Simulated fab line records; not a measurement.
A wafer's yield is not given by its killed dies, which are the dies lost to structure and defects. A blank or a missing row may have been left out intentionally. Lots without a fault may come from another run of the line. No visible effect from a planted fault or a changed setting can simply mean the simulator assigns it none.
fab line records    flow n5-finfet
record: lots: 4  wafers: 12  last-day: 16
route steps=1938 shown SD_EPI_P@296 BEOL_M4@1111 PASSIVATION@1936
lots that met no fault: from a run of the same line without faults
start-h: start of the lot's first displayed wafer, in hours after the record's first day    wait-h: how many hours have passed since the lot's step before this one    " unchanged from the row above    L1.1+2: one row covering several wafers at once    - value missing, or start not given    * or withheld: withheld    < > ~ a bound
route shown NAME@n: NAME is a module with steps in the file, n the number in the route of the first one    usual: average and standard deviation across the fault-free wafers    same: alike in all rows    chamber/n: place in a boat    sites: the reading at each site    _std_site: the standard deviation of these    _edge_site: mean of outer sites minus mean of inner sites    radius-mm: for every site, how far away it sits from the centre of the wafer    mask NAME#n: copy n    behind: tool/chamber where the wafer was last shaped    hold: why the lot went on hold/how many hours it stayed there/how the hold came to an end    device: transistor that didn't switch, given as n, p or np    end of line: at the end of the route, the tests of the same wafers    where a step has no rows: the recipe by itself    killed: count of dies lost to structure and defects at first sort (not the wafer's yield)    map: per-die view of a wafer (x killed, . not killed, _ where there is no die)
set.NAME: the setting that was run; set.NAME@STEP: the one run at that earlier step    model.NAME: the simulator's own value behind a step, which no gauge read
lots at selected steps of the route; one table per step, one row per wafer
== steps ==
step: N5_SD_EPI_P_COAT_35
recipe: resist: SiARC  temp-c: 220  time-s: 60  spin-rpm: 1500  resist-thk-nm: 35
step: N5_SD_EPI_P_COAT_03
recipe: resist: CAR-ArF-block  spin-rpm: 1500  resist-thk-nm: 150
step: N5_SD_EPI_P_EBR_05
recipe: solvent: PGMEA  ebr-width-mm: 1.5
step: N5_SD_EPI_P_SOFTBAKE_04
recipe: temp-c: 110  time-s: 60  resist: CAR-ArF-block
step: N5_SD_EPI_P_EXPOSE_06
recipe: mask-id: SD_P_BLK  na: 1.35  source-shape: conventional  sigma-outer: 0.8  polarization: unpolarized  target-cd-nm: 240  dose-mj: 39.5
step: N5_SD_EPI_P_PEB_07
recipe: peb-temp-c: 110  peb-time-s: 60  resist: CAR-ArF-block
step: N5_SD_EPI_P_DEVELOP_08
recipe: develop-time-s: 30  developer: TMAH  resist: CAR-ArF-block  dev-temp-c: 23  rinse-liquid: diw  dry: air-spin
step: N5_SD_EPI_P_DESCUM_14
recipe: chemistry: O2  time-s: 7.9  source-power-w: 50  bias-power-w: 20  pressure-mtorr: 20  rf-frequency-hz: 2.712e+07  temp-c: 40  resist: CAR-ArF-block  o2-flow-sccm: 225
step: N5_SD_EPI_P_ETCH_36
recipe: chemistry: CF4  target: SiARC  target-depth-a: 455  mask-material: CAR-ArF-block  time-s: 75.8  ion-energy-ev: 80  pressure-mtorr: 40  source-w: 545  bias-w: 36  Ar_flow_sccm: 100  cf4-flow-sccm: 100  ends: cleared
step: N5_SD_EPI_P_ETCH_37
recipe: chemistry: N2/H2  target: SOC  overetch-a: 1080  mask-material: SiARC  temp-c: 40  ion-energy-ev: 100  source-w: 3000  bias-w: 133  pressure-mtorr: 20  time-s: 486  n2-flow-sccm: 200  h2-flow-sccm: 200  ends: end-point
usual: bias-w: 133.0/0.4  chamber-pressure-mTorr: 20.000/0.019  drypump-motor-current-A: 5.7/0.4  oes-product-au: 0.69/0.071  rf-vpp-V: 240.6/1.3  showerhead-plenum-p-Torr: 2.53/0.079  throttle-valve-pct: 23.77/0.2
lot.wafer  tool         chamber  start-h  wait-h  bias-w  chamber-pressure-mTorr  drypump-motor-current-A  oes-product-au  rf-hours-counter-h  rf-vpp-V  showerhead-plenum-p-Torr  throttle-valve-pct  model.CAR-ArF-block_of_SD_EPI_P_COAT_03.thk-nm  model.SiARC_of_SD_EPI_P_COAT_35.thk-nm
L704.4     rie-diel-02  2        102.78   0.0     -       -                       -                        -               -                   -         -                         -                   110.8                                           35
L704.5     "            1        "        "       -       -                       -                        -               -                   -         -                         -                   111.2                                           35
L704.6     "            2        "        "       -       -                       -                        -               -                   -         -                         -                   111.2                                           35
L705.1     rie-diel-02  1        108.66   0.0     -       -                       -                        -               -                   -         -                         -                   111.2                                           35
L705.4     "            2        "        "       -       -                       -                        -               -                   -         -                         -                   111                                             35
L705.6     "            0        "        "       -       -                       -                        -               -                   -         -                         -                   111.4                                           35
L711.1     rie-diel-02  0        142.90   0.0     133.0   19.988                  5.9                      0.63            220                 239.3     2.39                      23.97               0                                               19.6
L711.2     "            2        "        "       133.3   19.996                  5.8                      0.66            178                 240.8     2.65                      24.05               0                                               20
L711.5     "            0        "        "       133.0   19.998                  5.9                      0.63            -                   238.1     2.39                      23.96               0                                               19.6
L713.2     rie-diel-06  1        156.35   0.0     133.5   20.010                  5.5                      0.60            232                 240.8     2.52                      23.76               0                                               19.4
L713.4     "            2        "        "       132.9   19.989                  5.2                      0.64            183                 242.0     2.64                      24.15               0                                               19.4
L713.5     "            0        "        "       132.1   19.985                  5.9                      0.62            -                   240.2     2.49                      24.00               0                                               19.8
step: N5_SD_EPI_P_STRIP_38
recipe: chemistry: N2/H2  temp-c: 40  n2-flow-sccm: 200  h2-flow-sccm: 200  rf-frequency-hz: 6e+07
step: N5_SD_EPI_P_ETCHBACK_46
recipe: chemistry: CH3F/O2  mode: anisotropic-etchback  target: SiNx  target-depth-a: 175  stop-on: SiO2  over-etch-frac: 0.3  ion-energy-ev: 120  pressure-mtorr: 30  source-w: 395  bias-w: 73  Ar_flow_sccm: 150  CH3F_flow_sccm: 30  O2_flow_sccm: 20
usual: drypump-motor-current-A: 5.7/0.4  oes_ar_750_au: 0.77/0.077  oes-product-au: 0.66/0.068  rf-vpp-V: 296/4.1  showerhead-plenum-p-Torr: 2.00/0.059  throttle-valve-pct: 16.35/0.25
same: over-etch-frac: 0.3
lot.wafer  tool         chamber  start-h  wait-h  drypump-motor-current-A  oes_ar_750_au  oes-product-au  rf-hours-counter-h  rf-vpp-V  showerhead-plenum-p-Torr  throttle-valve-pct
L704.4     rie-diel-02  2        103.11   0.0     5.8                      0.75           0.28            167                 293       2.06                      16.31
L704.5     "            1        "        "       5.2                      0.79           0.29            -                   290       1.93                      16.00
L704.6     "            2        "        "       5.8                      0.75           0.28            -                   293       2.06                      16.32
L705.1     rie-diel-02  1        108.98   0.0     5.2                      0.78           0.29            138                 289       1.93                      16.01
L705.4     "            2        "        "       5.8                      0.75           0.28            169                 294       2.06                      16.33
L705.6     "            0        "        "       5.9                      0.72           0.27            -                   298       1.91                      16.87
L711.1     rie-diel-02  0        143.22   0.0     5.9                      0.72           0.60            221                 298       1.91                      16.94
L711.2     "            2        "        "       5.8                      0.74           0.63            178                 294       2.06                      16.39
L711.5     "            0        "        "       5.9                      0.71           0.61            -                   298       1.91                      16.93
L713.2     rie-diel-06  1        156.67   0.0     5.5                      0.69           0.58            232                 301       1.98                      16.35
L713.4     "            2        "        "       5.2                      0.73           0.62            183                 299       2.09                      16.66
L713.5     "            0        "        "       5.9                      0.70           0.59            -                   295       1.96                      16.44
step: N5_SD_EPI_P_ETCH_47
recipe: chemistry: CH3F/O2  target: SiOCN  target-depth-a: 250  mask-material: SOC  ion-energy-ev: 60  bias-w: 29  pressure-mtorr: 30  source-w: 410  Ar_flow_sccm: 150  CH3F_flow_sccm: 30  O2_flow_sccm: 20
step: N5_SD_EPI_P_ETCH_16
recipe: chemistry: CHF3/O2  target: SiO2  target-depth-a: 50  mask-material: SOC  pressure-mtorr: 30  source-w: 650  bias-w: 170  Ar_flow_sccm: 200  CHF3_flow_sccm: 50  O2_flow_sccm: 5  ion-energy-ev: 200
usual: CHF3_flow_sccm: 49.98/0.16  O2_flow_sccm: 5.000/0.015  drypump-motor-current-A: 5.7/0.4  oes_ar_750_au: 0.77/0.078  oes-product-au: 0.77/0.081  rf-vpp-V: 521/7  showerhead-plenum-p-Torr: 2.41/0.069  throttle-valve-pct: 18.89/0.26
lot.wafer  tool         chamber  start-h  wait-h  CHF3_flow_sccm  O2_flow_sccm  drypump-motor-current-A  oes_ar_750_au  oes-product-au  rf-hours-counter-h  rf-vpp-V  showerhead-plenum-p-Torr  throttle-valve-pct  model.SiARC_of_SD_EPI_P_COAT_35.thk-nm
L704.4     rie-diel-02  2        103.31   0.1     49.89           5.000         5.8                      0.75           0.74            167                 519       2.48                      18.90               27
L704.5     "            1        "        "       49.89           4.993         5.2                      0.78           0.78            -                   508       2.32                      18.52               27
L704.6     "            2        "        "       50.12           4.973         5.8                      0.75           0.74            -                   518       2.48                      18.88               27
L705.1     rie-diel-02  1        109.18   0.1     49.70           5.015         5.2                      0.78           0.77            138                 508       2.32                      18.53               26.8
L705.4     "            2        "        "       50.15           4.993         5.8                      0.74           0.73            169                 519       2.48                      18.91               27
L705.6     "            0        "        "       50.05           5.000         5.9                      0.72           0.71            -                   525       2.30                      19.46               26.8
L711.1     rie-diel-02  0        143.42   0.1     50.02           4.991         5.9                      0.71           0.71            221                 525       2.30                      19.48               11.2
L711.2     "            2        "        "       50.00           5.003         5.8                      0.74           0.73            178                 518       2.48                      18.92               12
L711.5     "            0        "        "       50.20           4.975         5.9                      0.71           0.70            -                   526       2.30                      19.46               11.4
L713.2     rie-diel-06  1        156.87   0.1     49.75           4.998         5.5                      0.68           0.68            232                 530       2.38                      18.86               11.4
L713.4     "            2        "        "       49.75           4.994         5.2                      0.73           0.73            183                 526       2.51                      19.21               11.2
L713.5     "            0        "        "       49.99           5.014         5.9                      0.70           0.69            -                   516       2.37                      18.97               11.8
step: N5_SD_EPI_P_STRIP_50
recipe: chemistry: CHF3/O2  resist: SiARC  rf-frequency-hz: 6e+07
step: N5_BEOL_M4_RC_MEAS_101
usual: DIBL_N: 36.5/1.8  DIBL_P: 36.5/2.1  IOFF_N: 0.17/0.031  IOFF_P: 0.22/0.036  ION_N: 677/11  ION_P: 463/8  SS_N: 71.6/0.61  SS_P: 73.3/0.63  VT_N: 249/3.1  VT_P: -250/3.3
lot.wafer  tool       chamber  start-h  wait-h  DIBL_N[mV/V]  DIBL_P[mV/V]  IOFF_N[nA/um]  IOFF_P[nA/um]  ION_N[uA/um]  ION_P[uA/um]  SS_N[mV/dec]  SS_P[mV/dec]  VT_N[mV]  VT_P[mV]
L711.1     prober-01  0        264.95   0.0     37.3          38.1          0.18           0.22           677           459           71.7          73.4          247       -250
L711.2     "          0        "        "       35.7          36.1          0.14           0.18           670           457           72.3          73.2          253       -253
L711.5     "          0        "        "       37.8          38.8          0.19           0.23           675           458           71.7          73.5          246       -251
L713.2     prober-01  0        274.33   0.2     38.6          37.9          0.22           0.26           702           480           71.5          73.9          243       -246
L713.4     "          0        "        "       38.3          36.5          0.21           0.24           681           455           72.2          73.4          244       -246
L713.5     "          0        "        "       38.3          37.3          0.22           0.25           700           475           71.7          74.0          244       -247
step: N5_PASSIVATION_PROBE_49
usual: defect-limited-yield: 91.4/1.5  killed_at_M0_to_M3: 35/11  killed_at_M4_up: 16/7  killed-at-contacts: 11/5.3  killed-at-front-end: 37/11  killed-at-other: 3.1/2.8  killed-dies: 102/18  killed-on-rim: 13/3.7  killed-open: 69/15  killed-short: 31/7.8  sort_bin_5_function: 5.1/1.1  sort_bin_6_memory: 3.2/0.69  sort-n-pass: 1078/18  sort-yield-pct: 91.4/1.5
same: gross-dies: 1180  killed-at-back-side: 0  sort_bin_4_leakage[%]: 0  sort_bin_8_speed[%]: 0
lot.wafer  tool       chamber  start-h  wait-h  defect-limited-yield[%]  killed_at_M0_to_M3  killed_at_M4_up  killed-at-contacts  killed-at-front-end  killed-at-other  killed-dies  killed-on-rim  killed-open  killed-short  sort_bin_5_function[%]  sort_bin_6_memory[%]  sort-n-pass  sort-yield-pct[%]
L705.1     prober-01  -        318.85   0.0     0                        21                  13               13                  1132                 1                1180         152            56           25            97.3                    2.1                   0            0
L705.4     prober-01  -        319.00   0.2     0                        18                  14               17                  1131                 0                1180         152            68           37            96.1                    3.5                   0            0
L705.6     prober-01  -        319.10   0.3     0                        17                  12               12                  1139                 0                1180         152            51           22            97.1                    2.7                   0            0
L704.4     prober-01  -        330.15   0.2     0                        17                  18               16                  1116                 13               1180         152            66           27            96.1                    3.5                   0            0
L704.5     prober-01  -        330.20   0.2     0                        26                  32               19                  1101                 2                1180         152            71           30            96.4                    3.2                   0            0
L704.6     prober-01  -        330.25   0.3     0                        35                  14               7                   1120                 4                1180         152            52           35            96.9                    2.8                   0            0
L711.1     prober-01  -        373.63   0.0     90.0                     28                  18               16                  45                   11               118          15             82           36            5.8                     3.6                   1062         90.0
L711.2     prober-01  -        373.68   0.1     89.2                     48                  14               16                  48                   2                128          16             82           45            6.4                     4.0                   1052         89.2
L711.5     prober-01  -        373.83   0.2     91.5                     37                  8                14                  37                   4                100          10             73           27            5.5                     2.9                   1080         91.5
killed by level:class
L705.1 SD_EPI_P:area-etch=1096 STI_FIN_REVEAL:geometric-particle:open=18 MOL_CONTACT_COAG:geometric-particle:open=10 BEOL_M0_SAQP:geometric-particle:short=6 BEOL_M4:geometric-particle:open=6 BEOL_M0_SAQP:geometric-particle:open=5 BEOL_M2:geometric-particle:open=5 FIN_SAQP:geometric-particle:short=3
L705.4 SD_EPI_P:area-etch=1075 STI_FIN_REVEAL:geometric-particle:open=26 MOL_CONTACT_COAG:geometric-particle:open=11 FIN_SAQP:geometric-particle:short=8 BEOL_M0_SAQP:geometric-particle:open=7 MOL_CONTACT_COAG:geometric-particle:short=6 BEOL_M4:geometric-particle:open=6 STI_FIN_REVEAL:geometric-particle:short=5
L705.6 SD_EPI_P:area-etch=1103 STI_FIN_REVEAL:geometric-particle:open=14 MOL_CONTACT_COAG:geometric-particle:open=11 BEOL_M0_SAQP:geometric-particle:short=5 BEOL_M4:geometric-particle:open=5 STARTING-WAFER:geometric-particle:short=5 STI_FIN_REVEAL:geometric-particle:short=4 BEOL_M1:geometric-particle:open=4
L704.4 SD_EPI_P:area-etch=1082 STI_FIN_REVEAL:geometric-particle:open=13 MOL_CONTACT_COAG:geometric-particle:open=13 BEOL_M3:geometric-particle:open=5 BEOL_M4:geometric-particle:open=5 GATE_CUT:geometric-particle:short=4 BEOL_M0_SAQP:geometric-particle:short=4 BEOL_M2:geometric-particle:open=4
L704.5 SD_EPI_P:area-etch=1074 BEOL_M4:geometric-particle:open=18 MOL_CONTACT_COAG:geometric-particle:open=13 BEOL_M1:geometric-particle:open=10 MOL_CONTACT_COAG:geometric-particle:short=6 GATE_CUT:geometric-particle:short=5 STI_FIN_REVEAL:geometric-particle:open=4 DUMMY_GATE:geometric-particle:open=4
L704.6 SD_EPI_P:area-etch=1092 BEOL_M1:geometric-particle:open=11 BEOL_M0_SAQP:geometric-particle:short=7 FIN_SAQP:geometric-particle:short=6 MOL_CONTACT_COAG:geometric-particle:open=5 BEOL_M1:geometric-particle:short=5 BEOL_M3:geometric-particle:open=5 BEOL_M7:geometric-particle:open=5
L711.1 FIN_SAQP:geometric-particle:open=13 MOL_CONTACT_COAG:geometric-particle:open=13 BEOL_M4:geometric-particle:open=8 FIN_SAQP:geometric-particle:short=7 BEOL_M2:geometric-particle:open=7 GATE_CUT:geometric-particle:open=6 GATE_CUT:geometric-particle:short=5 BEOL_M5:geometric-particle:open=5
L711.2 FIN_SAQP:geometric-particle:open=17 MOL_CONTACT_COAG:geometric-particle:open=12 BEOL_M0_SAQP:geometric-particle:open=10 BEOL_M2:geometric-particle:open=10 FIN_SAQP:geometric-particle:short=9 BEOL_M0_SAQP:geometric-particle:short=8 STI_FIN_REVEAL:geometric-particle:open=7 BEOL_M4:geometric-particle:open=7
L711.5 MOL_CONTACT_COAG:geometric-particle:open=11 BEOL_M3:geometric-particle:open=10 BEOL_M1:geometric-particle:open=8 STI_FIN_REVEAL:geometric-particle:open=7 BEOL_M0_SAQP:geometric-particle:open=6 FIN_SAQP:geometric-particle:short=5 DUMMY_GATE:geometric-particle:open=5 GATE_CUT:geometric-particle:short=5
map L704.4 (x killed, . not)
_________________xxxxxxxxxxxx________________
______________xxxxxxxxxxxxxxxxxx_____________
___________xxxxxxxxxxxxxxxxxxxxxxxx__________
__________xxxxxxxxxxxxxxxxxxxxxxxxxx_________
________xxxxxxxxxxxxxxxxxxxxxxxxxxxxxx_______
_______xxxxxxxxxxxxxxxxxxxxxxxxxxxxxxxx______
______xxxxxxxxxxxxxxxxxxxxxxxxxxxxxxxxxx_____
_____xxxxxxxxxxxxxxxxxxxxxxxxxxxxxxxxxxxx____
____xxxxxxxxxxxxxxxxxxxxxxxxxxxxxxxxxxxxxx___
___xxxxxxxxxxxxxxxxxxxxxxxxxxxxxxxxxxxxxxxx__
___xxxxxxxxxxxxxxxxxxxxxxxxxxxxxxxxxxxxxxxx__
__xxxxxxxxxxxxxxxxxxxxxxxxxxxxxxxxxxxxxxxxxx_
__xxxxxxxxxxxxxxxxxxxxxxxxxxxxxxxxxxxxxxxxxx_
_xxxxxxxxxxxxxxxxxxxxxxxxxxxxxxxxxxxxxxxxxxxx
_xxxxxxxxxxxxxxxxxxxxxxxxxxxxxxxxxxxxxxxxxxxx
_xxxxxxxxxxxxxxxxxxxxxxxxxxxxxxxxxxxxxxxxxxxx
_xxxxxxxxxxxxxxxxxxxxxxxxxxxxxxxxxxxxxxxxxxxx
_xxxxxxxxxxxxxxxxxxxxxxxxxxxxxxxxxxxxxxxxxxxx
_xxxxxxxxxxxxxxxxxxxxxxxxxxxxxxxxxxxxxxxxxxxx
_xxxxxxxxxxxxxxxxxxxxxxxxxxxxxxxxxxxxxxxxxxxx
_xxxxxxxxxxxxxxxxxxxxxxxxxxxxxxxxxxxxxxxxxxxx
__xxxxxxxxxxxxxxxxxxxxxxxxxxxxxxxxxxxxxxxxxx_
__xxxxxxxxxxxxxxxxxxxxxxxxxxxxxxxxxxxxxxxxxx_
___xxxxxxxxxxxxxxxxxxxxxxxxxxxxxxxxxxxxxxxx__
___xxxxxxxxxxxxxxxxxxxxxxxxxxxxxxxxxxxxxxxx__
____xxxxxxxxxxxxxxxxxxxxxxxxxxxxxxxxxxxxxx___
_____xxxxxxxxxxxxxxxxxxxxxxxxxxxxxxxxxxxx____
______xxxxxxxxxxxxxxxxxxxxxxxxxxxxxxxxxx_____
_______xxxxxxxxxxxxxxxxxxxxxxxxxxxxxxxx______
________xxxxxxxxxxxxxxxxxxxxxxxxxxxxxx_______
__________xxxxxxxxxxxxxxxxxxxxxxxxxx_________
___________xxxxxxxxxxxxxxxxxxxxxxxx__________
______________xxxxxxxxxxxxxxxxxx_____________
_________________xxxxxxxxxxxx________________
map L705.1 (x killed, . not)
_________________xxxxxxxxxxxx________________
______________xxxxxxxxxxxxxxxxxx_____________
___________xxxxxxxxxxxxxxxxxxxxxxxx__________
__________xxxxxxxxxxxxxxxxxxxxxxxxxx_________
________xxxxxxxxxxxxxxxxxxxxxxxxxxxxxx_______
_______xxxxxxxxxxxxxxxxxxxxxxxxxxxxxxxx______
______xxxxxxxxxxxxxxxxxxxxxxxxxxxxxxxxxx_____
_____xxxxxxxxxxxxxxxxxxxxxxxxxxxxxxxxxxxx____
____xxxxxxxxxxxxxxxxxxxxxxxxxxxxxxxxxxxxxx___
___xxxxxxxxxxxxxxxxxxxxxxxxxxxxxxxxxxxxxxxx__
___xxxxxxxxxxxxxxxxxxxxxxxxxxxxxxxxxxxxxxxx__
__xxxxxxxxxxxxxxxxxxxxxxxxxxxxxxxxxxxxxxxxxx_
__xxxxxxxxxxxxxxxxxxxxxxxxxxxxxxxxxxxxxxxxxx_
_xxxxxxxxxxxxxxxxxxxxxxxxxxxxxxxxxxxxxxxxxxxx
_xxxxxxxxxxxxxxxxxxxxxxxxxxxxxxxxxxxxxxxxxxxx
_xxxxxxxxxxxxxxxxxxxxxxxxxxxxxxxxxxxxxxxxxxxx
_xxxxxxxxxxxxxxxxxxxxxxxxxxxxxxxxxxxxxxxxxxxx
_xxxxxxxxxxxxxxxxxxxxxxxxxxxxxxxxxxxxxxxxxxxx
_xxxxxxxxxxxxxxxxxxxxxxxxxxxxxxxxxxxxxxxxxxxx
_xxxxxxxxxxxxxxxxxxxxxxxxxxxxxxxxxxxxxxxxxxxx
_xxxxxxxxxxxxxxxxxxxxxxxxxxxxxxxxxxxxxxxxxxxx
__xxxxxxxxxxxxxxxxxxxxxxxxxxxxxxxxxxxxxxxxxx_
__xxxxxxxxxxxxxxxxxxxxxxxxxxxxxxxxxxxxxxxxxx_
___xxxxxxxxxxxxxxxxxxxxxxxxxxxxxxxxxxxxxxxx__
___xxxxxxxxxxxxxxxxxxxxxxxxxxxxxxxxxxxxxxxx__
____xxxxxxxxxxxxxxxxxxxxxxxxxxxxxxxxxxxxxx___
_____xxxxxxxxxxxxxxxxxxxxxxxxxxxxxxxxxxxx____
______xxxxxxxxxxxxxxxxxxxxxxxxxxxxxxxxxx_____
_______xxxxxxxxxxxxxxxxxxxxxxxxxxxxxxxx______
________xxxxxxxxxxxxxxxxxxxxxxxxxxxxxx_______
__________xxxxxxxxxxxxxxxxxxxxxxxxxx_________
___________xxxxxxxxxxxxxxxxxxxxxxxx__________
______________xxxxxxxxxxxxxxxxxx_____________
_________________xxxxxxxxxxxx________________
== key ==
first-sign: step: N5_SD_EPI_P_ETCH_37  reading: tool-record  direction: missing
effect: step: N5_SD_EPI_P_ETCHBACK_46  reading: oes-product-au  direction: down  sigmas: 5.5  usual: 0.66  struck: 0.28
effect: step: N5_PASSIVATION_PROBE_49  reading: killed-at-front-end  direction: up  sigmas: 99+  usual: 37  struck: 1123
model-effect: step: N5_SD_EPI_P_ETCH_37  value: CAR-ArF-block_of_SD_EPI_P_COAT_03.thk-nm  without: 0  struck: 111.1
model-effect: step: N5_SD_EPI_P_ETCH_16  value: SiARC_of_SD_EPI_P_COAT_35.thk-nm  without: 11.67  struck: 26.93
more-kills-born-at: N5_SD_EPI_P_ETCH_37@rie-diel-02: 6522
met-at N5_SD_EPI_P_ETCH_37
struck-wafers L704.4,L704.5,L704.6,L705.1,L705.4,L705.6
later-rows-left-out L704.4,L704.5,L704.6,L705.1,L705.4,L705.6
fault: kind: skipped-step-whole  tool: rie-diel-02  chamber: -  onset-h: 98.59  steps: N5_SD_EPI_P_ETCH_37  scope: struck-lots-only
later-rows-left-out: the simulator's readings of these wafers behind a module that went badly wrong aren't trusted and aren't shown, but for the sort
